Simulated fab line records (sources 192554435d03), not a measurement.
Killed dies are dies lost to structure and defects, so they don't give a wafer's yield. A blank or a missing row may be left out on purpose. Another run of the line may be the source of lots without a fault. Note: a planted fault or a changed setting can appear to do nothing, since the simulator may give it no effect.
Split-lot experiment / flow n5-finfet / on a route of 1938 steps: 7 lots, 21 wafers read

## THE SPLIT
At N5_BEOL_M12_TRENCH_ETCH_34 (etches SiOC in C4F8/O2/Ar, target depth 318.95 nm, time 125.5 s), the setting time-s was moved away from the recipe's 125.5 s on 11 of the 21 wafers read, by -14.7% to +13.9%. The other wafers ran this setting at the recipe's value.

## FROM THE SPLIT TO THE READING: what the file shows between them, 11 steps
- N5_BEOL_M12_STRIP_70: strips in C4F8/O2/Ar
- N5_BEOL_M12_OCD_MEAS_35
- N5_BEOL_M12_SPUTTER_43: material TaN, target thk 15 nm, time 24.19 s (also split here: power-w)
- N5_BEOL_M12_SPUTTER_44: material Ta, target thk 10 nm, time 16.13 s
- N5_BEOL_M12_SPUTTER_45: material Cu, target thk 80 nm, time 13.33 s
- N5_BEOL_M12_ECD_47: material Cu, target thk 720 nm
- N5_BEOL_M12_ANNEAL_48: time 90 s
- N5_BEOL_M12_CMP_49: polishes, stops on SiOC, t overpolish 20.6 s, target thk 320 nm
- N5_BEOL_M12_THK_MEAS_50: measures by xrf
- N5_BEOL_M12_PRE_CLEAN_52: time 15 s
- N5_BEOL_M12_DEP_53: deposits SiCN from 3MS/NH3, target thk 30 nm, time 10.5 s

## THE READING
Measured at N5_BEOL_M12_RS_MEAS_54 by four-point probe: M12_RS, in ohm/sq. Typical for fault-free wafers on this fab line: 0.0603 ohm/sq, with standard deviation 0.0012 ohm/sq.

wafer=L075.1; tool, chamber at the split=rie-diel-05, 1; time-s as run, s=125.5; against the recipe=recipe; M12_RS, ohm/sq=0.0599; against lot-mates on the recipe=-
wafer=L075.4; tool, chamber at the split=rie-diel-05, 2; time-s as run, s=125.5; against the recipe=recipe; M12_RS, ohm/sq=0.0612; against lot-mates on the recipe=-
wafer=L075.6; tool, chamber at the split=rie-diel-05, 0; time-s as run, s=125.5; against the recipe=recipe; M12_RS, ohm/sq=0.0599; against lot-mates on the recipe=-
wafer=L077.1; tool, chamber at the split=rie-diel-04, 0; time-s as run, s=138.8; against the recipe=+10.6%; M12_RS, ohm/sq=0.0541; against lot-mates on the recipe=no lot-mate on the recipe
wafer=L077.4; tool, chamber at the split=rie-diel-04, 0; time-s as run, s=138.8; against the recipe=+10.6%; M12_RS, ohm/sq=0.0546; against lot-mates on the recipe=no lot-mate on the recipe
wafer=L077.5; tool, chamber at the split=rie-diel-04, 2; time-s as run, s=138.8; against the recipe=+10.6%; M12_RS, ohm/sq=0.0558; against lot-mates on the recipe=no lot-mate on the recipe
wafer=L084.2; tool, chamber at the split=rie-diel-01, 1; time-s as run, s=141.2; against the recipe=+12.5%; M12_RS, ohm/sq=0.0536; against lot-mates on the recipe=no lot-mate on the recipe
wafer=L084.4; tool, chamber at the split=rie-diel-01, 0; time-s as run, s=141.2; against the recipe=+12.5%; M12_RS, ohm/sq=0.0516; against lot-mates on the recipe=no lot-mate on the recipe
wafer=L084.6; tool, chamber at the split=rie-diel-01, 2; time-s as run, s=141.2; against the recipe=+12.5%; M12_RS, ohm/sq=0.0531; against lot-mates on the recipe=no lot-mate on the recipe
wafer=L090.1; tool, chamber at the split=rie-diel-04, 0; time-s as run, s=125.5; against the recipe=recipe; M12_RS, ohm/sq=0.0590; against lot-mates on the recipe=-
wafer=L090.4; tool, chamber at the split=rie-diel-04, 2; time-s as run, s=125.5; against the recipe=recipe; M12_RS, ohm/sq=0.0608; against lot-mates on the recipe=-
wafer=L090.5; tool, chamber at the split=rie-diel-04, 0; time-s as run, s=143; against the recipe=+13.9%; M12_RS, ohm/sq=0.0520; against lot-mates on the recipe=-0.0079
wafer=L092.2; tool, chamber at the split=rie-diel-04, 2; time-s as run, s=135.5; against the recipe=+8.0%; M12_RS, ohm/sq=0.0569; against lot-mates on the recipe=-0.0032
wafer=L092.3; tool, chamber at the split=rie-diel-04, 0; time-s as run, s=125.5; against the recipe=recipe; M12_RS, ohm/sq=0.0605; against lot-mates on the recipe=-
wafer=L092.5; tool, chamber at the split=rie-diel-04, 0; time-s as run, s=125.5; against the recipe=recipe; M12_RS, ohm/sq=0.0596; against lot-mates on the recipe=-
wafer=L097.3; tool, chamber at the split=rie-diel-01, 3; time-s as run, s=125.5; against the recipe=recipe; M12_RS, ohm/sq=0.0620; against lot-mates on the recipe=-
wafer=L097.4; tool, chamber at the split=rie-diel-01, 2; time-s as run, s=125.5; against the recipe=recipe; M12_RS, ohm/sq=0.0601; against lot-mates on the recipe=-
wafer=L097.6; tool, chamber at the split=rie-diel-01, 0; time-s as run, s=107; against the recipe=-14.7%; M12_RS, ohm/sq=0.0696; against lot-mates on the recipe=+0.0085
wafer=L095.2; tool, chamber at the split=rie-diel-01, 2; time-s as run, s=118.1; against the recipe=-5.9%; M12_RS, ohm/sq=0.0641; against lot-mates on the recipe=+0.0047
wafer=L095.3; tool, chamber at the split=rie-diel-01, 3; time-s as run, s=118.1; against the recipe=-5.9%; M12_RS, ohm/sq=0.0664; against lot-mates on the recipe=+0.0070
wafer=L095.6; tool, chamber at the split=rie-diel-01, 1; time-s as run, s=125.5; against the recipe=recipe; M12_RS, ohm/sq=0.0594; against lot-mates on the recipe=-

FIT RESULTS
A straight line over all 21 wafers: M12_RS changes by -0.000604 ohm/sq for each +1% of time-s; r = -0.98; the points scatter about the line by 0.001 ohm/sq.
The same after taking each lot's own level away (the mean of its wafers on the recipe; 15 wafers): -0.000603 ohm/sq for each +1%; r = -0.96; scatter 0.0012 ohm/sq.
That fit puts the effect of the largest move of time-s on the reading at 0.0089 ohm/sq.
Across the lots, their own levels run from 0.05940 to 0.06105 ohm/sq, a range of 1.4 times the standard deviation given above.
Consequently the slope shifts little with the lot-to-lot level, the two slopes agreeing.
Check: +0.00993 ohm/sq against its lot-mates is what the line predicts for one of the wafers moved furthest among these (-14.7%) when that wafer is left out of the fit. Against them it came out at +0.00855 ohm/sq.

## THESE WAFERS: OTHER SPLITS
Other splits were also applied to these wafers ahead of the reading. Each is held against what the fit with the lots' levels taken away leaves over:
other split on the same wafers=N5_BEOL_M10_COAT_63 spin-rpm; wafers away from the commonest value=4; r with M12_RS (lot level and that fit taken away)=-0.27
other split on the same wafers=N5_BEOL_M11_ILD_DEP_00 time-s; wafers away from the commonest value=7; r with M12_RS (lot level and that fit taken away)=+0.12
other split on the same wafers=N5_BEOL_M12_SPUTTER_43 power-w; wafers away from the commonest value=6; r with M12_RS (lot level and that fit taken away)=+0.13

## THE WHOLE CHAIN: every reading that the file lists as answering this split, in the file's order
step=N5_BEOL_M12_TRENCH_ETCH_34; what it does=etches SiOC in C4F8/O2/Ar, target depth 318.95 nm, time 125.5 s; reading=etch.depth-nm (the simulator's own value, which no gauge read); change (the file's fit)=+2.88 nm for each +1% of the setting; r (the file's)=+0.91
step=N5_BEOL_M12_OCD_MEAS_35; what it does=; reading=trench-depth-nm; change (the file's fit)=+2.86 nm for each +1% of the setting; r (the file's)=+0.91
step=N5_BEOL_M12_CMP_49; what it does=polishes, stops on SiOC, t overpolish 20.6 s, target thk 320 nm; reading=Cu_of_BEOL_M12_ECD_47.thk-nm (the simulator's own value, which no gauge read); change (the file's fit)=+2.93 nm for each +1% of the setting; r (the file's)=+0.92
step=N5_BEOL_M12_THK_MEAS_50; what it does=measures by xrf; reading=M12_THK; change (the file's fit)=+2.93 for each +1% of the setting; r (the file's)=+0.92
step=N5_BEOL_M12_RS_MEAS_54; what it does=measures by four-point-probe; reading=M12_RS; change (the file's fit)=-0.000583 for each +1% of the setting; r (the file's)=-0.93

## FILE'S OWN FIT
M12_RS changes by -0.000583 ohm/sq for each +1% of time-s, r = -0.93.
